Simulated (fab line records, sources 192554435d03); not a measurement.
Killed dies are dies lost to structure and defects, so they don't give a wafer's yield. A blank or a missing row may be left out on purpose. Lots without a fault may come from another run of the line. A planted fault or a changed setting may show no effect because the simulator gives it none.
Split-lot experiment | flow n5_finfet | 7 lots, 21 wafers read, on a route of 1938 steps

THE SPLIT
At N5_BEOL_M10_VIA_ETCH_34 (etches SiCOH lowk in C4F6/O2, target depth 184.5 nm, time 69.2 s), the setting time_s was moved away from the recipe's 69.2 s on 6 of the 21 wafers read, by -21.9% to +11.4%. The other wafers ran this setting at the recipe's value.

The reading is taken at the split's own step.

THE READING
SOC_of_BEOL_M10_COAT_63.thk_nm (the simulator's own value, which no gauge read), in nm, at N5_BEOL_M10_VIA_ETCH_34 (etches SiCOH lowk in C4F6/O2, target depth 184.5 nm, time 69.2 s). The file gives no usual value for it. The 15 wafers here that ran the recipe average 92.0 nm, standard deviation 0.24 nm.

wafer  | tool, chamber at the split | time_s as run, s | against the recipe | SOC_of_BEOL_M10_COAT_63.thk_nm, nm | against lot-mates on the recipe
L078.1 | rie_diel-02, 3             | 69.2             | recipe             | 91.6                               | -
L078.4 | rie_diel-02, 3             | 69.2             | recipe             | 92                                 | -
L078.6 | rie_diel-02, 3             | 69.2             | recipe             | 91.6                               | -
L079.2 | rie_diel-02, 2             | 54.03            | -21.9%             | 94.2                               | +2.2
L079.3 | rie_diel-02, 0             | 69.2             | recipe             | 92                                 | -
L079.5 | rie_diel-02, 2             | 54.03            | -21.9%             | 94                                 | +2.0
L082.4 | rie_diel-06, 1             | 56.43            | -18.5%             | 93.8                               | +2.0
L082.5 | rie_diel-06, 2             | 69.2             | recipe             | 91.8                               | -
L082.6 | rie_diel-06, 3             | 56.43            | -18.5%             | 93.6                               | +1.8
L083.2 | rie_diel-06, 1             | 69.2             | recipe             | 92.6                               | -
L083.4 | rie_diel-06, 3             | 69.2             | recipe             | 92.2                               | -
L083.6 | rie_diel-06, 1             | 69.2             | recipe             | 92.2                               | -
L086.3 | rie_diel-05, 3             | 69.2             | recipe             | 91.8                               | -
L086.5 | rie_diel-05, 3             | 69.2             | recipe             | 91.8                               | -
L086.6 | rie_diel-05, 0             | 69.2             | recipe             | 92                                 | -
L093.1 | rie_diel-06, 0             | 77.1             | +11.4%             | 91                                 | -1.0
L093.5 | rie_diel-06, 2             | 69.2             | recipe             | 92                                 | -
L093.6 | rie_diel-06, 1             | 77.1             | +11.4%             | 91.2                               | -0.8
L097.1 | rie_diel-05, 1             | 69.2             | recipe             | 91.8                               | -
L097.5 | rie_diel-05, 2             | 69.2             | recipe             | 92                                 | -
L097.6 | rie_diel-05, 3             | 69.2             | recipe             | 92                                 | -

THE FIT
A straight line over all 21 wafers: SOC_of_BEOL_M10_COAT_63.thk_nm changes by -0.0924 nm for each +1% of time_s; r = -0.97; the points scatter about the line by 0.23 nm.
The same after taking each lot's own level away (the mean of its wafers on the recipe; 21 wafers): -0.095 nm for each +1%; r = -0.99; scatter 0.15 nm.
On that fit, the largest move of time_s shifts the reading by 2.1 nm.
The lots' own levels span 91.73 to 92.33 nm, that is 2.5 times the standard deviation above.
So the lot-to-lot level changes the slope little: the two slopes agree.
Check: with one of the wafers moved furthest among these (-21.9%) left out of the fit, the line predicts +2.09 nm for it against its lot-mates. It came out at +2.2 nm against them.

OTHER SPLITS ON THESE WAFERS
These wafers also went through other splits before the reading. Each is held against what the fit with the lots' levels taken away leaves over:
other split on the same wafers   | wafers away from the commonest value | r with SOC_of_BEOL_M10_COAT_63.thk_nm (lot level and that fit taken away)
N5_BEOL_M7_TRENCH_ETCH_37 time_s | 7                                    | -0.14
N5_BEOL_M8_EXPOSE_25 dose_mj     | 9                                    | +0.11
N5_BEOL_M8_ETCH_72 h2_flow_sccm  | 6                                    | -0.43
N5_BEOL_M9_COAT_05 spin_rpm      | 6                                    | +0.12
N5_BEOL_M10_PEB_26 peb_time_s    | 7                                    | -0.16

THE WHOLE CHAIN: every reading that the file lists as answering this split, in the file's order
step                    | what it does                                                     | reading                                                                         | change (the file's fit)               | r (the file's)
N5_BEOL_M10_VIA_ETCH_34 | etches SiCOH lowk in C4F6/O2, target depth 184.5 nm, time 69.2 s | etch.depth_nm (the simulator's own value, which no gauge read)                  | +1.88 nm for each +1% of the setting  | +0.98
N5_BEOL_M10_VIA_ETCH_34 | etches SiCOH lowk in C4F6/O2, target depth 184.5 nm, time 69.2 s | SOC_of_BEOL_M10_COAT_63.thk_nm (the simulator's own value, which no gauge read) | -0.096 nm for each +1% of the setting | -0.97

THE FILE'S OWN FIT
SOC_of_BEOL_M10_COAT_63.thk_nm changes by -0.096 nm for each +1% of time_s, r = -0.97.
